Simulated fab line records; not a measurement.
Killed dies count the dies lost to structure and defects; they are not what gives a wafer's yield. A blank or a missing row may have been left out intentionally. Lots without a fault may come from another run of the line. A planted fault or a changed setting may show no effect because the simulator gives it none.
Chamber matching | flow n5Finfet | 4 sister chambers for N5_FIN_SAQP_ETCH_65 on rieSi-06
The step etches SiO2 in CF4, target depth 4 nm, time 4.4 s. 8 wafers are shown with their chamber, then 11 later ones without.

== WAFERS, EACH WITH ITS CHAMBER ==
wafer  | chamber | drypumpMotorCurrentA (A) | throttleValvePct (%)
L082.4 | 2       | 5.6                      | 21.90
L084.3 | 2       | 5.5                      | 21.87
L084.5 | 3       | 5.9                      | 21.79
L084.6 | 0       | 6.2                      | 21.63
L088.2 | 0       | 6.2                      | 21.62
L088.4 | 1       | 5.6                      | 21.81
L088.6 | 1       | 5.6                      | 21.81
L091.4 | 3       | 5.9                      | 21.81

== WAFERS WHOSE CHAMBER IS MISSING ==
wafer  | drypumpMotorCurrentA (A) | throttleValvePct (%)
L091.5 | 5.6                      | 21.79
L091.6 | 6.2                      | 21.62
L094.2 | 5.5                      | 21.88
L094.4 | 5.6                      | 21.81
L094.5 | 5.5                      | 21.88
L095.2 | 5.5                      | 21.89
L095.3 | 5.9                      | 21.78
L095.6 | 5.6                      | 21.87
L097.3 | 5.5                      | 21.88
L097.4 | 5.6                      | 21.82
L097.5 | 5.9                      | 21.80

== WHICH CHAMBER EACH ONE RAN IN ==
wafer  | from the rows above | in truth
L091.5 | 1                   | 1
L091.6 | 0                   | 0
L094.2 | 2                   | 2
L094.4 | 1                   | 1
L094.5 | 2                   | 2
L095.2 | 2                   | 2
L095.3 | 3                   | 3
L095.6 | 2                   | 2
L097.3 | 2                   | 2
L097.4 | 1                   | 1
L097.5 | 3                   | 3
Correctly placed: 11 of 11. From these rows, 0 cannot be placed. Number placed wrongly: 0.
How it was worked out, from the rows above alone: a wafer's distance from a chamber is the root of the sum, over the readings, of the square of ((its reading less the chamber's mean) divided by the reading's scatter). The wafer belongs to the nearest chamber; if the next one is less than 2 further off, it can't be placed. The mean given for a chamber averages the wafers shown for that chamber. The scatter: the root of (the sum of the squares of (reading less its chamber's mean) over the shown wafers, divided by (wafers less chambers)).
